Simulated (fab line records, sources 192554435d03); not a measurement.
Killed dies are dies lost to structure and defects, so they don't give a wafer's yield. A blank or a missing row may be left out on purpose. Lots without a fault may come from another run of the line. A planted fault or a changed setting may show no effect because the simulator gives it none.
Chamber matching | flow n5_finfet | N5_BEOL_M8_STRIP_19 on rie_diel-04: 4 sister chambers
The step strips in O2. 18 wafers are shown with their chamber, then 9 later ones without.

WAFERS WITH THEIR CHAMBER
wafer  | chamber | showerhead_plenum_p_Torr (Torr) | throttle_valve_pct (%) | drypump_motor_current_A (A)
L078.1 | 1       | 2.13                            | 16.77                  | 6.0
L078.3 | 0       | 2.10                            | 17.01                  | 6.1
L078.6 | 3       | 2.17                            | 16.76                  | 5.9
L081.1 | 3       | 2.16                            | 16.79                  | 5.9
L081.2 | 0       | 2.09                            | 17.05                  | 6.0
L081.3 | 1       | 2.13                            | 16.79                  | 6.0
L086.2 | 0       | 2.09                            | 17.07                  | 6.1
L086.3 | 1       | 2.12                            | 16.81                  | 6.0
L086.4 | 2       | 2.07                            | 16.27                  | 6.0
L090.1 | 0       | 2.09                            | 17.07                  | 6.1
L090.3 | 3       | 2.16                            | 16.79                  | 5.9
L090.5 | 3       | 2.16                            | 16.81                  | 5.9
L094.2 | 1       | 2.12                            | 16.85                  | 6.0
L094.5 | 3       | 2.16                            | 16.35                  | 5.9
L094.6 | 2       | 2.07                            | 16.30                  | 6.0
L092.1 | 1       | 2.12                            | 16.84                  | 6.0
L092.2 | 2       | 2.06                            | 16.28                  | 6.1
L092.5 | 3       | 2.16                            | 16.37                  | 5.9

SIGNATURES (means of the wafers above)
reading                  | chamber 0 | chamber 1 | chamber 2 | chamber 3 | scatter within a chamber
showerhead_plenum_p_Torr | 2.0925    | 2.1240    | 2.0667    | 2.1617    | 0.00496
throttle_valve_pct       | 17.0500   | 16.8120   | 16.2833   | 16.6450   | 0.134
drypump_motor_current_A  | 6.075     | 6.000     | 6.033     | 5.900     | 0.0318
Rule: a wafer's distance from a chamber is the root of the sum, over the readings, of the square of ((its reading less the chamber's mean) divided by the reading's scatter). The wafer belongs to the nearest chamber; if the next one is less than 2 further off, it can't be placed. The scatter: the root of (the sum of the squares of (reading less its chamber's mean) over the shown wafers, divided by (wafers less chambers)).

WAFERS WITHOUT THEIR CHAMBER
wafer  | showerhead_plenum_p_Torr (Torr) | throttle_valve_pct (%) | drypump_motor_current_A (A)
L093.2 | 2.06                            | 16.30                  | 6.1
L093.4 | 2.16                            | 16.38                  | 5.9
L093.6 | 2.06                            | 16.30                  | 6.1
L096.1 | 2.11                            | 16.87                  | 6.0
L096.2 | 2.08                            | 17.12                  | 6.1
L096.3 | 2.06                            | 16.32                  | 6.0
L095.1 | 2.06                            | 16.34                  | 6.1
L095.3 | 2.15                            | 16.36                  | 5.9
L095.4 | 2.11                            | 16.87                  | 6.0

WHICH CHAMBER EACH WENT THROUGH
wafer  | from the rows above     | in truth
L093.2 | 2                       | 2
L093.4 | 3                       | 3
L093.6 | 2                       | 2
L096.1 | can't be placed: 1 or 0 | 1
L096.2 | 0                       | 0
L096.3 | 2                       | 2
L095.1 | 2                       | 2
L095.3 | 3                       | 3
L095.4 | can't be placed: 1 or 0 | 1
Placed correctly: 7 of 9. Can't be placed from these rows: 2 (the true chamber is among the candidates in 2). Placed wrongly: 0.
